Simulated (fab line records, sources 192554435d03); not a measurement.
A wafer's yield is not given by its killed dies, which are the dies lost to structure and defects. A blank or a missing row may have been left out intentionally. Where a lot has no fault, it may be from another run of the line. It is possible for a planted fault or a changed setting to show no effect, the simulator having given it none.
Matching of chambers ; flow n5_finfet ; N5_GATE_CUT_STRIP_42 on rie_diel-06: 4 sister chambers
The step strips in O2. 14 wafers are shown with their chamber, then 7 later ones without.

== WAFERS, EACH WITH ITS CHAMBER ==
wafer;chamber;showerhead_plenum_p_Torr (Torr);oes_product_au (a.u.);throttle_valve_pct (%)
L074.1;0;2.07;0.92;16.81
L074.3;3;1.99;0.76;16.79
L074.5;0;2.07;0.92;16.82
L075.3;2;2.15;0.68;16.81
L075.4;3;1.99;0.77;16.78
L075.6;2;2.15;0.67;16.80
L080.1;3;1.99;0.76;16.81
L080.2;1;1.98;0.68;16.89
L080.6;0;2.06;0.88;16.84
L081.2;1;1.98;0.67;16.91
L081.4;3;1.99;0.75;16.83
L081.5;2;2.15;0.68;16.82
L085.3;3;1.98;0.73;16.85
L085.5;0;2.06;0.85;16.85

SIGNATURES (averages over the wafers above)
reading;chamber 0;chamber 1;chamber 2;chamber 3;scatter within a chamber
showerhead_plenum_p_Torr;2.0650;1.9800;2.1500;1.9880;0.00424
oes_product_au;0.8925;0.6750;0.6767;0.7540;0.0212
throttle_valve_pct;16.8300;16.9000;16.8100;16.8120;0.0216
Rule: distance of a wafer from a chamber = root of the sum over the readings of ((wafer's reading minus chamber's mean) / reading's scatter) squared. The wafer belongs to the nearest chamber; if the next one is less than 2 further off, it can't be placed. The scatter: take each reading less its chamber's mean, square it, sum over the shown wafers, divide by the number of wafers less the number of chambers, and take the root.

== WAFERS MISSING THEIR CHAMBER ==
wafer;showerhead_plenum_p_Torr (Torr);oes_product_au (a.u.);throttle_valve_pct (%)
L085.6;1.98;0.73;16.85
L091.2;2.06;0.85;16.86
L091.4;2.06;0.85;16.87
L091.6;2.15;0.98;16.30
L092.2;1.98;0.73;16.87
L092.5;1.98;0.73;16.86
L092.6;2.06;0.84;16.90

== CHAMBER TAKEN BY EACH ==
wafer;from the rows above;in truth
L085.6;can't be placed: 3 or 1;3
L091.2;0;0
L091.4;0;0
L091.6;2;2
L092.2;can't be placed: 1 or 3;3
L092.5;can't be placed: 3 or 1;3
L092.6;0;0
Correct placement for 4 of the 7. Unplaceable from these rows: 3, with the true chamber sitting among the candidates in 3. Wrongly placed: 0.
